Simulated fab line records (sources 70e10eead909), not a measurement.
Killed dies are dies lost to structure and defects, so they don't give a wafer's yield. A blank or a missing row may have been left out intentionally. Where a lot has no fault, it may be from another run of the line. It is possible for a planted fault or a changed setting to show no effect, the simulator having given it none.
Chamber matching + flow nand_harc + NHARC_A_SLIT_DEP_25 on pecvd-04 has 3 sister chambers
The step deposits SiO2, target thk 200 nm. 6 wafers are shown with their chamber, then 9 later ones without.

## WAFERS WITH THEIR CHAMBER
| wafer  | chamber | throttle_valve_pct (%) | heater_power_w (W) |
|--------|---------|------------------------|--------------------|
| L080.1 | 0       | 16.9                   | 588                |
| L080.2 | 1       | 16.2                   | 507                |
| L080.4 | 2       | 16.6                   | 515                |
| L087.4 | 0       | 16.4                   | 575                |
| L087.5 | 1       | 16.0                   | 552                |
| L087.6 | 2       | 16.1                   | 547                |

## WAFERS WITH NO CHAMBER GIVEN
| wafer  | throttle_valve_pct (%) | heater_power_w (W) |
|--------|------------------------|--------------------|
| L089.2 | 15.7                   | 468                |
| L089.3 | 16.1                   | 605                |
| L089.6 | 15.8                   | 476                |
| L094.1 | 16.3                   | 606                |
| L094.5 | 16.5                   | 599                |
| L094.6 | 16.0                   | 529                |
| L095.1 | 16.3                   | 500                |
| L095.2 | 15.8                   | 595                |
| L095.6 | 16.4                   | 499                |

## WHICH CHAMBER EACH WENT THROUGH
| wafer  | from the rows above          | in truth                   |
|--------|------------------------------|----------------------------|
| L089.2 | can't be placed: 1 or 2      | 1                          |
| L089.3 | can't be placed: 0 or 1 or 2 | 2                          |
| L089.6 | can't be placed: 1 or 2      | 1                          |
| L094.1 | can't be placed: 0 or 2 or 1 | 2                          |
| L094.5 | 0                            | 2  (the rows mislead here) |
| L094.6 | can't be placed: 1 or 2      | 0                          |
| L095.1 | can't be placed: 2 or 1      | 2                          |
| L095.2 | can't be placed: 0 or 1 or 2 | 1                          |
| L095.6 | can't be placed: 2 or 1      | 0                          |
Correctly placed: 0 of 9. These rows do not allow placing 8 (true chamber among the candidates in 6). Placed wrongly: 1.
How it was worked out, from the rows above alone: a wafer's distance from a chamber is the root of the sum, over the readings, of the square of ((its reading less the chamber's mean) divided by the reading's scatter). If the next closest chamber is less than 2 further off than the closest, the wafer can't be placed; otherwise it belongs to the closest. Each chamber's mean is taken over the wafers shown for it. The scatter: take each reading less its chamber's mean, square it, sum over the shown wafers, divide by the number of wafers less the number of chambers, and take the root.
